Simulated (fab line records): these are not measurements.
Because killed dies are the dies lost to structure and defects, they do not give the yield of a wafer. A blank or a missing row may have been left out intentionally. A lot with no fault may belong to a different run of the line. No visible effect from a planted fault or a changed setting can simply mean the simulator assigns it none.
Matching of chambers || flow nand_harc || 3 sister chambers for NHARC_A_M1_PRE_CLEAN_32 on pecvd-02
The step time 12 s. 6 wafers are shown with their chamber, then 12 later ones without.

## WAFERS PAIRED WITH THEIR CHAMBERS
{"wafer": "L089.4", "chamber": 1, "heater_power_w (W)": 504}
{"wafer": "L089.5", "chamber": 0, "heater_power_w (W)": 539}
{"wafer": "L089.6", "chamber": 2, "heater_power_w (W)": 567}
{"wafer": "L090.1", "chamber": 2, "heater_power_w (W)": 574}
{"wafer": "L090.4", "chamber": 0, "heater_power_w (W)": 567}
{"wafer": "L090.5", "chamber": 1, "heater_power_w (W)": 594}

## WAFERS MISSING THEIR CHAMBER
{"wafer": "L091.1", "heater_power_w (W)": 567}
{"wafer": "L091.4", "heater_power_w (W)": 660}
{"wafer": "L091.5", "heater_power_w (W)": 505}
{"wafer": "L092.1", "heater_power_w (W)": 535}
{"wafer": "L092.2", "heater_power_w (W)": 676}
{"wafer": "L092.6", "heater_power_w (W)": 555}
{"wafer": "L095.2", "heater_power_w (W)": 663}
{"wafer": "L095.3", "heater_power_w (W)": 567}
{"wafer": "L095.6", "heater_power_w (W)": 555}
{"wafer": "L097.3", "heater_power_w (W)": 571}
{"wafer": "L097.4", "heater_power_w (W)": 568}
{"wafer": "L097.6", "heater_power_w (W)": 575}

## EACH ONE'S CHAMBER
{"wafer": "L091.1", "from the rows above": "can't be placed: 2 or 0 or 1", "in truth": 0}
{"wafer": "L091.4", "from the rows above": "can't be placed: 2 or 0 or 1", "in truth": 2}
{"wafer": "L091.5", "from the rows above": "can't be placed: 1 or 0 or 2", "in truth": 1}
{"wafer": "L092.1", "from the rows above": "can't be placed: 1 or 0 or 2", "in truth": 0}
{"wafer": "L092.2", "from the rows above": "can't be placed: 2 or 0 or 1", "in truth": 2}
{"wafer": "L092.6", "from the rows above": "can't be placed: 0 or 1 or 2", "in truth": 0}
{"wafer": "L095.2", "from the rows above": "can't be placed: 2 or 0 or 1", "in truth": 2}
{"wafer": "L095.3", "from the rows above": "can't be placed: 2 or 0 or 1", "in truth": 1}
{"wafer": "L095.6", "from the rows above": "can't be placed: 0 or 1 or 2", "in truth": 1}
{"wafer": "L097.3", "from the rows above": "can't be placed: 2 or 0 or 1", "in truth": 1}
{"wafer": "L097.4", "from the rows above": "can't be placed: 2 or 0 or 1", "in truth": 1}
{"wafer": "L097.6", "from the rows above": "can't be placed: 2 or 0 or 1", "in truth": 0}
Placed correctly: 0 of 12. From these rows, 12 cannot be placed; in 12 the true chamber is one of the candidates. 0 placed wrongly.
How it was worked out, from the rows above alone: a wafer's distance from a chamber is the root of the sum, over the readings, of the square of ((its reading less the chamber's mean) divided by the reading's scatter). If the next closest chamber is less than 2 further off than the closest, the wafer can't be placed; otherwise it belongs to the closest. The mean given for a chamber averages the wafers shown for that chamber. The scatter: the root of (the sum of the squares of (reading less its chamber's mean) over the shown wafers, divided by (wafers less chambers)).
